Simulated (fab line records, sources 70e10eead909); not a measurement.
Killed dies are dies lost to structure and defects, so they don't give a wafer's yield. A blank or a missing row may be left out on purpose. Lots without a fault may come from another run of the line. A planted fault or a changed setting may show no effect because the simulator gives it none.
A struck lot beside a sound one | flow nand_harc | 14 steps out of a route of 1302
Sound: wafers L909.1, L909.4, L909.6. Struck: wafers L915.1, L915.4, L915.6. The cause comes at the end.
At each step with rows: each side's tool, then ch and its chambers, then its first start. Under that, the readings that differ: sound wafers | struck wafers | difference of the means | sigmas: that difference in standard deviations of wafers without a fault.
alike: readings whose means differ by less than 2 such deviations, and words and numbers that are the same on both sides. not compared: withheld readings, readings that some wafer has no value for, bounds like >300 that may hide the same value, and numbers for which the record gives no deviation and whose values overlap.
The two part at a step that has a row with sigmas, a row that says differs or no value, or rows on one side only. Numbers that don't overlap but have no deviation are shown without sigmas and don't part them. A reading that every wafer of one side lacks parts them only if that side has two wafers or more.

NHARC_A_CHANNEL_FILL_D2_ALD_03: deposits SiNx, target thk 6 nm, pulse time 60 s, ald cycles 58.
  sound on ald_sin_batch-02 ch 0; struck on ald_sin_batch-02 ch 0
  alike: precursor_pulse_height_rel
then, 1 step without rows for these wafers: NHARC_A_CHANNEL_FILL_D2_ALD_14 (deposits SiO2, target thk 2.5 nm, pulse time 10 s, ald cycles 25).
NHARC_A_CHANNEL_FILL_D2_ALD_15: deposits SiNx, target thk 2 nm, pulse time 60 s, ald cycles 19.
  sound on ald_sin_batch-01 ch 0; struck on ald_sin_batch-02 ch 0, day 16 22:52
  alike: precursor_pulse_height_rel
NHARC_A_CHANNEL_FILL_D2_ALD_16: deposits SiO2, target thk 1.5 nm, pulse time 10 s, ald cycles 15.
  sound on ald_hk-01 ch 2,3, day 14 16:02; struck on ald_hk-03 ch 0,2,3, day 17 03:47
  alike: heater_power_w, precursor_pulse_height_rel
then, 2 steps without rows for these wafers: NHARC_A_CHANNEL_FILL_D2_ANNEAL_17 (time 1800 s); NHARC_A_CHANNEL_FILL_D2_CVD_18 (deposits poly-Si, target thk 3 nm).
NHARC_A_CHANNEL_FILL_D2_ETCHBACK_19: etches the open film in HBr/Cl2, target depth 5 nm, time 1.7 s.
  sound on rie_si-05 ch 0,3, day 15 03:54; struck on rie_si-04 ch 0,1,3, day 17 17:52
  alike: drypump_motor_current_A, oes_product_au, throttle_valve_pct
  not compared: rf_hours_counter_h
NHARC_A_CHANNEL_FILL_D2_ETCHBACK_20: etches the open film in C4F8/O2/Ar, target depth 27 nm, time 13.5 s.
  sound on rie_diel-11 ch 1,2,3, day 15 04:02; struck on rie_diel-10 ch 0,1,3, day 17 17:58
  reading               | sound             | struck            | difference | sigmas
  oes_product_au (a.u.) | 0.898 0.916 0.913 | 1.006 1.006 1.006 | +0.097     | +4
  alike: rf_vpp_V
  not compared: rf_hours_counter_h
then, 4 steps without rows for these wafers: NHARC_A_CHANNEL_FILL_D2_STRIP_28 (strips in O2, time 20 s); NHARC_A_CHANNEL_FILL_D2_PRECLEAN_21 (cleans in dHF, time 30 s); NHARC_A_CHANNEL_FILL_D2_SRD_23; NHARC_A_CHANNEL_FILL_D2_CVD_05 (deposits poly-Si, target thk 5 nm).
NHARC_A_CHANNEL_FILL_D2_ANNEAL_22: time 7200 s.
  sound on furnace-04 ch 0, day 15 11:37; struck on furnace-06 ch 0, day 18 01:55
  reading                   | sound                | struck               | difference | sigmas
  spike_tc_bottom_C (C)     | 641.9 640.0 640.0    | 677.0 676.0 676.3    | +35.8      | +24
  spike_tc_centre_C (C)     | 622.5 621.1 621.9    | 654.5 654.2 654.9    | +32.7      | +33
  spike_tc_lower_C (C)      | 621.9 620.4 620.3    | 655.4 654.1 654.5    | +33.8      | +28
  spike_tc_top_C (C)        | 639.4 639.7 638.8    | 675.5 674.4 675.6    | +35.9      | +20
  spike_tc_upper_C (C)      | 619.3 619.9 618.5    | 651.6 653.5 654.4    | +33.9      | +28
  tube_center_temp_C (C)    | 619.94 619.99 619.9  | 654.36 654.45 654.52 | +34.50     | +99 or more
  tube_center_temp_C_max    | 622.03 621.33 621.19 | 656.21 656.04 656.05 | +34.58     | +99 or more
  zone_power_bottom_pct (%) | 11.94 11.72 11.96    | 12.91 13.03 12.82    | +1.05      | +4
  zone_power_lower_pct (%)  | 8.0 8.1 8.1          | 11.8 11.8 11.9       | +3.8       | +3
then, 1 step without rows for these wafers: NHARC_END_SORT_01.

WHERE THEY PART
First at NHARC_A_CHANNEL_FILL_D2_ETCHBACK_20; last, within this record, at NHARC_A_CHANNEL_FILL_D2_ANNEAL_22.

WHY: what the simulator had put in
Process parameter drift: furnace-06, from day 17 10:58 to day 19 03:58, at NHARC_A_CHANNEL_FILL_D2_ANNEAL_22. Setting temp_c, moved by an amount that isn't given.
